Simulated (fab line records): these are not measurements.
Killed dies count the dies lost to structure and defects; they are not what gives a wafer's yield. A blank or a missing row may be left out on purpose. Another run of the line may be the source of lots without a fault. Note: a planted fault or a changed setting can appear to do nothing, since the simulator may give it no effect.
Which tool is to blame? | flow n5 finfet | Sampling: 24 lots, 72 wafers, 3 of 1938 route steps

## WHAT EACH GAUGE READ, for each wafer
N5_BEOL_M12_INSPECT_55: inspects for defects (darkfield). Usual: raw defect count at 65, with a standard deviation of 20.
lot  | measured     | on                | raw defect count | flag
L074 | day 11 22:14 | defect inspect-01 | 66 72 83         |
L079 | day 12 05:22 | defect inspect-01 | 42 65 88         |
L076 | day 12 05:46 | defect inspect-02 | 62 49 44         |
L077 | day 12 06:29 | defect inspect-02 | 65 115 86        |
L075 | day 12 12:46 | defect inspect-01 | 70 75 93         |
L078 | day 12 20:42 | defect inspect-01 | 62 65 42         |
L080 | day 13 06:26 | defect inspect-01 | 59 43 62         |
L081 | day 13 09:16 | defect inspect-02 | 63 71 73         |
L082 | day 14 09:35 | defect inspect-02 | 50 43 34         |
L085 | day 14 09:55 | defect inspect-02 | 111 101 57       |
L084 | day 15 19:55 | defect inspect-01 | 73 78 58         |
L086 | day 15 20:22 | defect inspect-02 | 54 91 53         |
L089 | day 16 06:09 | defect inspect-02 | 87 56 48         |
L083 | day 16 08:35 | defect inspect-01 | 62 77 42         |
L088 | day 16 15:32 | defect inspect-02 | 75 52 47         |
L087 | day 16 17:24 | defect inspect-02 | 54 30 41         |
L090 | day 16 21:51 | defect inspect-02 | 49 72 71         |
L093 | day 17 15:17 | defect inspect-01 | 96 57 85         |
L092 | day 17 20:50 | defect inspect-01 | 87 114 80        |
L091 | day 18 01:22 | defect inspect-02 | 72 54 91         |
L094 | day 18 01:55 | defect inspect-01 | 56 46 58         |
L097 | day 18 10:13 | defect inspect-02 | 88 81 60         |
L095 | day 18 13:16 | defect inspect-02 | 29 47 45         |
L096 | day 19 05:04 | defect inspect-02 | 37 52 55         |

N5_BEOL_M13_OVL_MEAS_11. Usual: V12_OVL gives -2 nm (standard deviation 6.7).
lot  | measured     | on         | V12_OVL (nm) | flag
L074 | day 11 22:46 | overlay-01 | -3 2 1       |
L079 | day 12 05:54 | overlay-01 | 0 -7 -3      |
L076 | day 12 06:25 | overlay-01 | -9 -6 -3     |
L077 | day 12 07:08 | overlay-02 | 9 3 12       |
L075 | day 12 13:17 | overlay-02 | -4 9 -3      |
L078 | day 12 21:17 | overlay-02 | -3 -7 -5     |
L080 | day 13 06:57 | overlay-02 | -8 -18 -12   |
L081 | day 13 09:47 | overlay-01 | -9 -6 -7     |
L082 | day 14 10:18 | overlay-01 | -11 -4 -9    |
L085 | day 14 10:26 | overlay-02 | 1 4 1        |
L084 | day 15 20:34 | overlay-01 | 1 5 -6       |
L086 | day 15 20:53 | overlay-02 | -3 -6 -2     |
L089 | day 16 06:40 | overlay-02 | -2 0 3       |
L083 | day 16 09:06 | overlay-02 | -11 -8 -13   |
L088 | day 16 16:04 | overlay-02 | 4 0 3        |
L087 | day 16 18:03 | overlay-01 | -1 2 6       |
L090 | day 16 22:30 | overlay-02 | -11 -14 -15  |
L093 | day 17 15:49 | overlay-02 | 1 -12 1      |
L092 | day 17 21:29 | overlay-02 | -5 2 1       |
L091 | day 18 02:01 | overlay-01 | 4 7 -4       |
L094 | day 18 02:38 | overlay-02 | -10 2 -7     |
L097 | day 18 10:52 | overlay-02 | -2 11 2      |
L095 | day 18 13:47 | overlay-02 | -1 -5 8      |
L096 | day 19 05:43 | overlay-01 | 0 0 -2       |

N5_BEOL_M14_THK_MEAS_01. Usual: M14_ILD_THK gives 1117 nm (standard deviation 15).
lot  | measured     | on            | M14_ILD_THK (nm) | flag
L074 | day 12 04:07 | film metro-01 | 1107 1098 1098   |
L079 | day 12 12:23 | film metro-01 | 1106 1101 1121   |
L076 | day 12 11:31 | film metro-01 | 1102 1107 1115   |
L077 | day 12 11:51 | film metro-01 | 1102 1125 1114   |
L075 | day 12 17:49 | film metro-01 | 1099 1106 1120   |
L078 | day 13 03:54 | film metro-01 | 1119 1137 1128   |
L080 | day 13 12:39 | film metro-01 | 1102 1121 1135   |
L081 | day 13 13:23 | film metro-02 | 1097 1114 1121   |
L082 | day 14 15:52 | film metro-02 | 1107 1112 1130   |
L085 | day 14 16:08 | film metro-02 | 1119 1117 1139   |
L084 | day 16 07:49 | film metro-02 | 1115 1132 1123   |
L086 | day 16 03:46 | film metro-02 | 1114 1114 1130   |
L089 | day 16 11:20 | film metro-01 | 1128 1137 1156   |
L083 | day 16 17:55 | film metro-01 | 1112 1133 1125   |
L088 | day 16 20:52 | film metro-01 | 1111 1109 1127   |
L087 | day 17 03:12 | film metro-01 | 1104 1109 1127   |
L090 | day 17 05:26 | film metro-02 | 1120 1116 1129   |
L093 | day 17 20:32 | film metro-02 | 1103 1132 1142   |
L092 | day 18 02:23 | film metro-01 | 1124 1125 1161   |
L091 | day 18 07:21 | film metro-01 | 1102 1081 1118   |
L094 | day 18 07:35 | film metro-02 | 1102 1080 1074   |
L097 | day 18 15:37 | film metro-02 | 1113 1116 1146   |
L095 | day 18 18:02 | film metro-02 | 1101 1094 1116   |
L096 | day 19 11:42 | film metro-01 | 1114 1106 1135   |

## EACH LOT AND THE TOOL THAT RAN IT (in order: tool; ch and the chambers of the sampled wafers; start)
Before these readings, the record contains no process step.

## WHAT THE TOOLS THEMSELVES READ (means of the sampled wafers that have a number; where no wafer has one, the mark that the record gives instead)
The record holds no such reading with a usual standard deviation.

## THE ANSWER, worked out from the rows above alone
Rule: take the mean of a lot's wafers that have a number; if it is more than 3 standard deviations from the usual mean, the lot is off. Also off: a lot with no number at a reading for which 4 or more lots have one. The other lots that the step has rows for count as sound. Order of review: gauges by route order, followed by the tools' own readings, for which a lot's mean as printed above is used. The first step at which some lot is off is used, and at that step the reading that is off furthest; a lot without a number counts as furthest.
No lot is off on any of the readings shown, so nothing can be concluded from this.

## WHAT WAS PUT IN BY THE SIMULATOR
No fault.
